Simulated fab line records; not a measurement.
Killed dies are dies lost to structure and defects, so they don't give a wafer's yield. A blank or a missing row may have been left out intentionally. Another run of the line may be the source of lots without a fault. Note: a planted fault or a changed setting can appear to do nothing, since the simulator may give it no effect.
Lot-split experiment | flow n5-finfet | 7 lots, 21 wafers read, on a route of 1938 steps

== THE SPLIT ITSELF ==
At N5_BEOL_M1_COAT_62 (time 60 s, resist thk 12 nm), the setting spin-rpm was moved away from the recipe's 1500 rpm on 5 of the 21 wafers read, by +6.1% to +7.2%. For the rest of the wafers, this setting stayed at what the recipe calls for.

== FROM THE SPLIT TO THE READING: what the file shows between them, 4 steps ==
- N5_BEOL_M1_COAT_73: time 60 s, resist thk 5 nm
- N5_BEOL_M1_COAT_05: resist thk 30 nm
- N5_BEOL_M1_DESCUM_16: chemistry O2, time 7 s
- N5_BEOL_M1_ETCH_74: etches underlayer in N2/H2, target depth 6.5 nm, time 5.2 s

== THE READING ==
etch.depth-nm (the simulator's own value, which no gauge read), in nm, at N5_BEOL_M1_ETCH_63 (etches SiARC in CF4, target depth 15.6 nm, time 26 s). There is no usual value for it anywhere in the file. Across the 16 wafers here that went through the recipe, the average is 11.99 nm and the standard deviation 0.041 nm.

wafer  | tool, chamber at the split | spin-rpm as run, rpm | against the recipe | etch.depth-nm, nm | against lot-mates on the recipe
L080.1 | litho-track-04, 0          | 1608                 | +7.2%              | 11.64             | -0.39
L080.3 | litho-track-04, 0          | 1608                 | +7.2%              | 11.58             | -0.45
L080.6 | litho-track-04, 0          | 1500                 | recipe             | 12.03             | -
L082.2 | litho-track-01, 0          | 1500                 | recipe             | 12.07             | -
L082.4 | litho-track-01, 0          | 1500                 | recipe             | 12.03             | -
L082.6 | litho-track-01, 0          | 1500                 | recipe             | 12.04             | -
L083.2 | litho-track-02, 0          | 1500                 | recipe             | 11.99             | -
L083.3 | litho-track-02, 0          | 1592                 | +6.1%              | 11.62             | -0.36
L083.5 | litho-track-02, 0          | 1500                 | recipe             | 11.96             | -
L084.3 | litho-track-01, 0          | 1500                 | recipe             | 11.96             | -
L084.5 | litho-track-01, 0          | 1500                 | recipe             | 11.96             | -
L084.4 | litho-track-01, 0          | 1500                 | recipe             | 11.95             | -
L088.1 | litho-track-01, 0          | 1500                 | recipe             | 12.04             | -
L088.5 | litho-track-01, 0          | 1500                 | recipe             | 12.04             | -
L088.3 | litho-track-01, 0          | 1500                 | recipe             | 11.98             | -
L097.1 | litho-track-01, 0          | 1601                 | +6.7%              | 11.56             | -0.39
L097.4 | litho-track-01, 0          | 1500                 | recipe             | 11.95             | -
L097.6 | litho-track-01, 0          | 1601                 | +6.7%              | 11.55             | -0.40
L096.1 | litho-track-01, 0          | 1500                 | recipe             | 11.95             | -
L096.2 | litho-track-01, 0          | 1500                 | recipe             | 11.95             | -
L096.5 | litho-track-01, 0          | 1500                 | recipe             | 11.98             | -

FIT RESULTS
A straight line over all 21 wafers: etch.depth-nm changes by -0.0589 nm for each +1% of spin-rpm; r = -0.97; the points scatter about the line by 0.043 nm.
The same after taking each lot's own level away (the mean of its wafers on the recipe; 21 wafers): -0.0584 nm for each +1%; r = -0.99; scatter 0.018 nm.
The reading moves by 0.42 nm for the largest change in spin-rpm, on that fit.
The span of the lots' own levels, 11.950 to 12.047 nm, comes to 2.4 times the standard deviation stated above.
Hence the lot-to-lot level has little effect on the slope; both slopes agree.
Check: for one of the wafers moved furthest among these (+7.2%), held out of the fit, the line's prediction against its lot-mates is -0.429 nm. Against them it came out at -0.39 nm.

== THESE WAFERS: OTHER SPLITS ==
Note: prior to the reading, these wafers also went through further splits. Each is held against what the fit with the lots' levels taken away leaves over:
other split on the same wafers           | wafers away from the commonest value | r with etch.depth-nm (lot level and that fit taken away)
N5_GATE_CUT_ETCH_36 cf4-flow-sccm        | 8                                    | -0.09
N5_MOL_CONTACT_COAG_ALD_27 ald-cycles    | 4                                    | +0.13
N5_MOL_CONTACT_COAG_PECVD_31 temp-c      | 4                                    | -0.22
N5_MOL_CONTACT_COAG_CVD_140 target-thk-a | 8                                    | -0.12
N5_BEOL_M0_SAQP_PECVD_96 time-s          | 6                                    | +0.19
N5_BEOL_M0_SAQP_STRIP_86 h2-flow-sccm    | 4                                    | +0.21
N5_BEOL_M1_HM_DEP_02 target-thk-a        | 7                                    | +0.08

== FILE'S OWN FIT ==
etch.depth-nm changes by -0.0579 nm for each +1% of spin-rpm, r = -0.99.
